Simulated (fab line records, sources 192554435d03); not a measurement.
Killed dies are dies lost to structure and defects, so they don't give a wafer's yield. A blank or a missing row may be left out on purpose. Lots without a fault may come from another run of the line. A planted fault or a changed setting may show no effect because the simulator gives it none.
A struck lot beside a sound one | flow n5_finfet | 37 steps out of a route of 1938
Sound: wafers L424.1, L424.3, L424.4. Struck: wafers L438.1, L438.2, L438.5. The cause comes at the end.
At each step with rows: each side's tool, then ch and its chambers, then its first start. Under that, the readings that differ: sound wafers | struck wafers | difference of the means | sigmas: that difference in standard deviations of wafers without a fault.
alike: readings whose means differ by less than 2 such deviations, and words and numbers that are the same on both sides. not compared: withheld readings, readings that some wafer has no value for, bounds like >300 that may hide the same value, and numbers for which the record gives no deviation and whose values overlap.
The two part at a step that has a row with sigmas, a row that says differs or no value, or rows on one side only. Numbers that don't overlap but have no deviation are shown without sigmas and don't part them. A reading that every wafer of one side lacks parts them only if that side has two wafers or more.

first, 9 steps without rows for these wafers: N5_BEOL_M2_ILD_DEP_00 (deposits SiOC from DEMS/O2, target thk 79 nm, time 15.3 s); N5_BEOL_M2_PECVD_72 (deposits SiO2 from TEOS/O2, target thk 16 nm, time 18 s); N5_BEOL_M2_HM_DEP_02 (deposits TiN, target thk 20 nm); N5_BEOL_M2_COAT_61 (time 60 s, resist thk 60 nm); N5_BEOL_M2_COAT_62 (time 60 s, resist thk 12 nm); N5_BEOL_M2_COAT_73 (time 60 s, resist thk 5 nm); N5_BEOL_M2_COAT_05 (resist thk 30 nm); N5_BEOL_M2_EBR_07; N5_BEOL_M2_SOFTBAKE_06 (time 60 s).
N5_BEOL_M2_EXPOSE_08: exposes mask M2.
  sound on euv_scanner-01 ch 0, day 6 17:07; struck on euv_scanner-01 ch 0, day 12 01:26
  reading              | sound             | struck            | difference | sigmas
  exposure_dose_mJ_cm2 | 41.61 41.59 41.66 | 37.92 37.82 37.88 | -3.75      | -16
  alike: mask
then, 2 steps without rows for these wafers: N5_BEOL_M2_PEB_09 (peb time 60 s); N5_BEOL_M2_DEVELOP_10 (develop time 30 s).
N5_BEOL_M2_CD_MEAS_11: target cd 16.79 nm.
  sound on cd_sem-01 ch 0, day 6 17:16; struck on cd_sem-03 ch 0, day 12 01:34
  reading    | sound             | struck            | difference | sigmas
  cd_nm (nm) | 16.46 16.28 16.48 | 15.00 15.14 15.08 | -1.33      | -5
then, 1 step without rows for these wafers: N5_BEOL_M2_DESCUM_16 (chemistry O2, time 7 s).
N5_BEOL_M2_ETCH_74: etches underlayer in N2/H2, target depth 6.5 nm, time 5.2 s.
  sound on rie_diel-05 ch 0,1, day 6 17:25; struck on rie_diel-06 ch 0,1,3, day 12 01:44
  reading                         | sound          | struck         | difference | sigmas
  model.BEOL_M2.cd_offset_nm (nm) | -0.2 -0.2 -0.2 | -1.6 -1.8 -1.6 | -1.5       |
  alike: chamber_pressure_mTorr, drypump_motor_current_A, etch_rf_on_time_s, h2_flow_sccm, oes_product_au, rf_vpp_V, showerhead_plenum_p_Torr, throttle_valve_pct
  not compared: rf_hours_counter_h
then, 5 steps without rows for these wafers: N5_BEOL_M2_ETCH_63 (etches SiARC in CF4, target depth 15.6 nm, time 26 s); N5_BEOL_M2_ETCH_64 (etches SOC in N2/H2, target depth 75 nm, overetch 22.5 nm, time 121.9 s); N5_BEOL_M2_STRIP_65 (strips in N2/H2); N5_BEOL_M2_STRIP_75 (strips in N2/H2); N5_BEOL_M2_STRIP_66 (strips in CF4).
N5_BEOL_M2_HM_OPEN_17: chemistry Cl2/BCl3, target TiN, target depth 20 nm, overetch 6 nm.
  sound on rie_metal-02 ch 1, day 6 17:38; struck on rie_metal-03 ch 0,1, day 12 01:57
  reading                         | sound          | struck         | difference | sigmas
  drypump_motor_current_A (A)     | 5.34 5.34 5.36 | 5.94 5.95 5.92 | +0.59      | +2
  model.BEOL_M2.cd_offset_nm (nm) | -0.2 0 -0.2    | -1.8 -1.4 -1.8 | -1.5       |
  alike: chamber_pressure_mTorr, oes_product_au, throttle_valve_pct
  not compared: rf_hours_counter_h
then, 1 step without rows for these wafers: N5_BEOL_M2_STRIP_19 (strips in O2).
N5_BEOL_M2_CD_MEAS_18: pitch 36 nm, target cd 18 nm.
  sound on cd_sem-02, day 6 17:55; struck on cd_sem-02, day 12 02:08
  reading    | sound          | struck         | difference | sigmas
  cd_nm (nm) | 18.2 18.0 17.9 | 16.5 16.4 16.0 | -1.7       | -5
then, 11 steps without rows for these wafers: N5_BEOL_M2_COAT_67 (time 60 s, resist thk 60 nm); N5_BEOL_M2_COAT_68 (time 60 s, resist thk 12 nm); N5_BEOL_M2_COAT_76 (time 60 s, resist thk 5 nm); N5_BEOL_M2_COAT_22 (resist thk 30 nm); N5_BEOL_M2_EBR_24; N5_BEOL_M2_SOFTBAKE_23 (time 60 s); N5_BEOL_M2_EXPOSE_25 (exposes mask V1, defocus 5 nm); N5_BEOL_M2_PEB_26 (peb time 60 s); N5_BEOL_M2_DEVELOP_27 (develop time 30 s); N5_BEOL_M2_DESCUM_33 (chemistry O2, time 7 s); N5_BEOL_M2_ETCH_77 (etches underlayer in N2/H2, target depth 6.5 nm, time 5.2 s).
N5_BEOL_M2_CD_MEAS_35: target cd 18 nm, target cd y 22.2 nm.
  sound on cd_sem-02, day 6 19:20; struck on cd_sem-03, day 12 08:19
  reading    | sound          | struck         | difference | sigmas
  cd_nm (nm) | 18.0 18.1 18.2 | 15.7 16.8 16.1 | -1.9       | -6
N5_BEOL_M4_RC_MEAS_101:
  the record has rows for the sound wafers here (prober-01 ch 0, day 7 20:54) and none for the struck ones
-- the record jumps here: 7 days lie between the struck wafers' starts before and after (it left off in module BEOL_M4 and takes up again in module PASSIVATION, whose first step shown is number 1936 of the route) --
N5_PASSIVATION_PROBE_49:
  the record has rows for the struck wafers here (prober-02, day 18 20:24) and none for the sound ones

WHERE THEY PART
First at N5_BEOL_M2_EXPOSE_08; last, within this record, at N5_PASSIVATION_PROBE_49.

WHY: what the simulator had put in
Process parameter drift: euv_scanner-01, from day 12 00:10 on, at N5_BEOL_M2_EXPOSE_08. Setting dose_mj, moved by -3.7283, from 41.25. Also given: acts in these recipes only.
